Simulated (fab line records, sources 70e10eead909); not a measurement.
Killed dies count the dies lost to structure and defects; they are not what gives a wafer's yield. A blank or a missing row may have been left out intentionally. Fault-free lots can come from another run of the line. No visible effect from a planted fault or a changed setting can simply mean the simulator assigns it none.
Which tool is to blame? -- flow nand_harc -- 39 wafers from 13 lots sampled at 6 of the route's 1159 steps

## WHAT EACH GAUGE READ, for each wafer
NHARC_P_GATE_CD_MEAS_11: target cd 1640 nm. Usual: cd_nm reads 1639.4 nm (standard deviation 1.8).
lot,measured,on,cd_nm (nm),flag
L872,day 4 07:37,cd_sem-01,- - -,OFF
L874,day 4 20:53,cd_sem-03,1636.1 1639.8 1639.3,
L873,day 4 21:03,cd_sem-01,1638.4 1641.5 1639.9,
L878,day 6 03:34,cd_sem-03,1637.0 1637.8 1638.4,
L883,day 7 07:43,cd_sem-01,1637.1 1639.9 1638.9,
L881,day 7 07:46,cd_sem-02,1639.6 1641.3 1639.6,
L885,day 7 18:53,cd_sem-03,1638.2 1637.6 1638.4,
L887,day 8 05:52,cd_sem-02,1637.2 1637.0 1637.9,
L886,day 8 06:01,cd_sem-03,1640.4 1640.5 1640.7,
L889,day 8 19:43,cd_sem-03,1638.9 1639.3 1638.0,
L891,day 9 12:04,cd_sem-03,1638.8 1639.3 1637.3,
L893,day 9 12:13,cd_sem-03,1640.2 1642.5 1638.0,
L892,day 9 12:24,cd_sem-01,1640.0 1638.3 1639.6,

NHARC_P_GATE_OVL_MEAS_27. Usual: overlay_x_nm 0.0 nm, standard deviation 0.84; overlay_y_nm -0.1 nm, standard deviation 0.87.
lot,measured,on,overlay_x_nm (nm),overlay_y_nm (nm),flag
L872,day 4 21:25,overlay-02,-0.5 -0.1 -0.6,2.0 1.5 1.0,
L874,day 5 13:19,overlay-02,0.5 0.2 0.2,-1.1 -1.2 -0.9,
L873,day 5 13:10,overlay-01,-0.8 -0.5 -0.5,0.3 0.1 0.1,
L878,day 6 20:35,overlay-01,0.2 -0.2 0.2,0.1 0.1 0.7,
L883,day 7 21:16,overlay-01,0.4 0.6 0.7,-0.5 -1.1 -0.5,
L881,day 7 22:11,overlay-01,1.3 0.6 0.6,0.5 0.3 -0.1,
L885,day 8 10:43,overlay-02,0.4 -0.7 0.3,-0.7 -0.7 -1.0,
L887,day 8 22:32,overlay-01,-0.4 -0.6 -0.8,-0.1 0.0 0.4,
L886,day 8 21:23,overlay-02,-0.9 -0.8 -0.4,-0.8 -0.6 -0.4,
L889,day 9 09:55,overlay-02,-0.9 -0.6 -1.2,-1.0 -1.0 -0.9,
L891,day 10 02:05,overlay-02,-0.2 -0.9 -0.8,-0.9 -0.5 -0.5,
L893,day 10 02:14,overlay-01,0.7 0.7 0.9,0.3 1.0 0.0,
L892,day 10 02:37,overlay-01,-1.0 -0.9 -0.8,-0.5 -0.7 -1.0,

NHARC_END_SORT_01. Usual: killed_at_array 27, standard deviation 11; killed_at_other 0.6, standard deviation 0.89; killed_at_periphery 3.0, standard deviation 2.4; killed_dies 31, standard deviation 12; killed_open 3.2, standard deviation 1.6; killed_short 2.0, standard deviation 1.5.
lot,measured,on,killed_at_array,killed_at_other,killed_at_periphery,killed_dies,killed_open,killed_short,flag
L872,day 19 17:01,prober-01,16 23 19,0 0 3,661 654 655,677 677 677,4 3 3,2 2 2,OFF

## EACH LOT AND THE TOOL THAT RAN IT (in order: tool; ch and the chambers of the sampled wafers; start)
lot,NHARC_P_GATE_EXPOSE_08,NHARC_P_GATE_DEP_103,NHARC_P_GATE_STRIP_75
L872,"krf_scanner-03 ch 0, day 4 07:28","pecvd-03 ch 1,2, day 4 20:38","plasma_asher-02 ch 0,1, day 5 10:28"
L874,"krf_scanner-03 ch 0, day 4 20:44","pecvd-03 ch 0,2, day 5 12:25","plasma_asher-01 ch 0,1, day 6 01:54"
L873,"krf_scanner-04 ch 0, day 4 20:53","pecvd-01 ch 0,1,2, day 5 12:26","plasma_asher-02 ch 0,1, day 6 02:04"
L878,"krf_scanner-01 ch 0, day 6 03:25","pecvd-02 ch 0,1, day 6 19:51","plasma_asher-01 ch 0,1, day 7 10:17"
L883,"krf_scanner-03 ch 0, day 7 07:34","pecvd-03 ch 1,2, day 7 20:37","plasma_asher-01 ch 0,1, day 8 12:23"
L881,"krf_scanner-03 ch 0, day 7 07:36","pecvd-01 ch 0,1,2, day 7 21:22","plasma_asher-01 ch 0,1, day 8 17:55"
L885,"krf_scanner-01 ch 0, day 7 18:44","pecvd-03 ch 0,1,2, day 8 10:02","plasma_asher-01 ch 0,1, day 8 23:52"
L887,"krf_scanner-03 ch 0, day 8 05:42","pecvd-02 ch 0,2, day 8 21:41","plasma_asher-02 ch 0,1, day 9 11:49"
L886,"krf_scanner-04 ch 0, day 8 05:52","pecvd-02 ch 0, day 8 20:40","plasma_asher-02 ch 0, day 9 10:07"
L889,"krf_scanner-03 ch 0, day 8 19:34","pecvd-03 ch 0,1, day 9 09:11","plasma_asher-02 ch 1, day 9 22:42"
L891,"krf_scanner-01 ch 0, day 9 11:55","pecvd-02 ch 0,1,2, day 10 01:20","plasma_asher-01 ch 0,1, day 10 15:11"
L893,"krf_scanner-04 ch 0, day 9 12:04","pecvd-01 ch 0,1, day 10 01:21","plasma_asher-02 ch 0,1, day 10 14:58"
L892,"krf_scanner-03 ch 0, day 9 12:14","pecvd-02 ch 0,1,2, day 10 01:58","plasma_asher-02 ch 0,1, day 10 15:53"
- NHARC_P_GATE_EXPOSE_08: exposes mask P HV.
- NHARC_P_GATE_DEP_103: deposits SiON, target thk 30 nm.
- NHARC_P_GATE_STRIP_75: strips in O2.

## WHAT THE TOOLS THEMSELVES READ (means of the sampled wafers that have a number; where no wafer has one, the mark that the record gives instead)
NHARC_P_GATE_DEP_103. Usual: heater_power_w reads 739 W (standard deviation 90).
lot,tool,heater_power_w (W),flag
L872,pecvd-03,664,
L874,pecvd-03,730,
L873,pecvd-01,748,
L878,pecvd-02,620,
L883,pecvd-03,729,
L881,pecvd-01,754,
L885,pecvd-03,770,
L887,pecvd-02,757,
L886,pecvd-02,552,
L889,pecvd-03,826,
L891,pecvd-02,680,
L893,pecvd-01,798,
L892,pecvd-02,728,

NHARC_P_GATE_STRIP_75. Usual: drypump_motor_current_A 5.7 A, standard deviation 0.54; heater_power_w 331 W, standard deviation 23.
lot,tool,drypump_motor_current_A (A),heater_power_w (W),flag
L872,plasma_asher-02,5.8,341,
L874,plasma_asher-01,5.4,322,
L873,plasma_asher-02,5.8,335,
L878,plasma_asher-01,5.5,315,
L883,plasma_asher-01,5.4,340,
L881,plasma_asher-01,5.4,322,
L885,plasma_asher-01,5.4,341,
L887,plasma_asher-02,6.2,327,
L886,plasma_asher-02,5.3,342,
L889,plasma_asher-02,6.7,324,
L891,plasma_asher-01,5.4,315,
L893,plasma_asher-02,6.2,329,
L892,plasma_asher-02,5.8,337,

## THE ANSWER, worked out from the rows above alone
Rule: a lot counts as off when the mean over its wafers that have a number is more than 3 standard deviations away from the usual mean. A lot without any number at a reading at which 4 lots or more have one is off too. All remaining lots with rows at the step are treated as sound. The gauges are gone through in route order, then the tools' own readings, and for those a lot's mean is taken as printed above. The first step at which some lot is off is used, and at that step the reading that is off furthest; a lot without a number counts as furthest.
Off, at NHARC_P_GATE_CD_MEAS_11 on cd_nm: L872. Without a number there: L872.
If a tool, at a process step before that reading, ran all the lots that are off and no sound lot after the first of them, it fits. The gauges at NHARC_P_GATE_CD_MEAS_11 aren't tried: what is off there is off at NHARC_END_SORT_01 too, on other tools, and a gauge's error can't cause that. No candidate that was tried fits.

## WHAT THE SIMULATOR HAD PUT IN
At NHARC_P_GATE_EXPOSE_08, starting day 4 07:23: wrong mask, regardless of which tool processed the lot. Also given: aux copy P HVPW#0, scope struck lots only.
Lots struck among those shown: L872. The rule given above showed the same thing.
